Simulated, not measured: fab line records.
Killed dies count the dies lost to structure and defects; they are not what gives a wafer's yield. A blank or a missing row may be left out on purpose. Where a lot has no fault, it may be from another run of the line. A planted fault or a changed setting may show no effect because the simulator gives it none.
Chamber matching :: flow n5-finfet :: N5_HKMG_FIN_CVD_62 on thermal-cvd-si-01 has 3 sister chambers
The step deposits a-Si from Si2H6, target thk 3 nm, time 20.8 s. 3 wafers are shown with their chamber, then 12 later ones without.

== WAFERS, EACH WITH ITS CHAMBER ==
wafer: L087.2
chamber: 0
heater-power-w (W): 1457

wafer: L089.1
chamber: 1
heater-power-w (W): 1515

wafer: L089.4
chamber: 2
heater-power-w (W): 1318

== WAFERS WITH NO CHAMBER GIVEN ==
wafer: L091.1
heater-power-w (W): 1445

wafer: L091.4
heater-power-w (W): 1348

wafer: L091.5
heater-power-w (W): 1499

wafer: L093.1
heater-power-w (W): 1423

wafer: L093.3
heater-power-w (W): 1343

wafer: L093.4
heater-power-w (W): 1344

wafer: L095.1
heater-power-w (W): 1526

wafer: L095.2
heater-power-w (W): 1396

wafer: L095.3
heater-power-w (W): 1313

wafer: L097.2
heater-power-w (W): 1475

wafer: L097.4
heater-power-w (W): 1428

wafer: L097.5
heater-power-w (W): 1337

== THE CHAMBER EACH PASSED THROUGH ==
wafer: L091.1
from the rows above: 0
in truth: 0

wafer: L091.4
from the rows above: 2
in truth: 2

wafer: L091.5
from the rows above: can't be placed: 1 or 0
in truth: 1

wafer: L093.1
from the rows above: 0
in truth: 0

wafer: L093.3
from the rows above: 2
in truth: 2

wafer: L093.4
from the rows above: 2
in truth: 2

wafer: L095.1
from the rows above: 1
in truth: 1

wafer: L095.2
from the rows above: can't be placed: 0 or 2
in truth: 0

wafer: L095.3
from the rows above: 2
in truth: 2

wafer: L097.2
from the rows above: can't be placed: 0 or 1
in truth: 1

wafer: L097.4
from the rows above: 0
in truth: 0

wafer: L097.5
from the rows above: 2
in truth: 2
Correct placement for 9 of the 12. Can't be placed from these rows: 3 (the true chamber is among the candidates in 3). Wrongly placed: 0.
How it was worked out, from the rows above alone: a wafer's distance from a chamber is the root of the sum, over the readings, of the square of ((its reading less the chamber's mean) divided by the reading's scatter). If the next closest chamber is less than 2 further off than the closest, the wafer can't be placed; otherwise it belongs to the closest. Each chamber's mean is taken over the wafers shown for it. The scatter: with one shown wafer a chamber, the root of the mean of the squares of how far each hidden wafer lies from its nearest shown one.
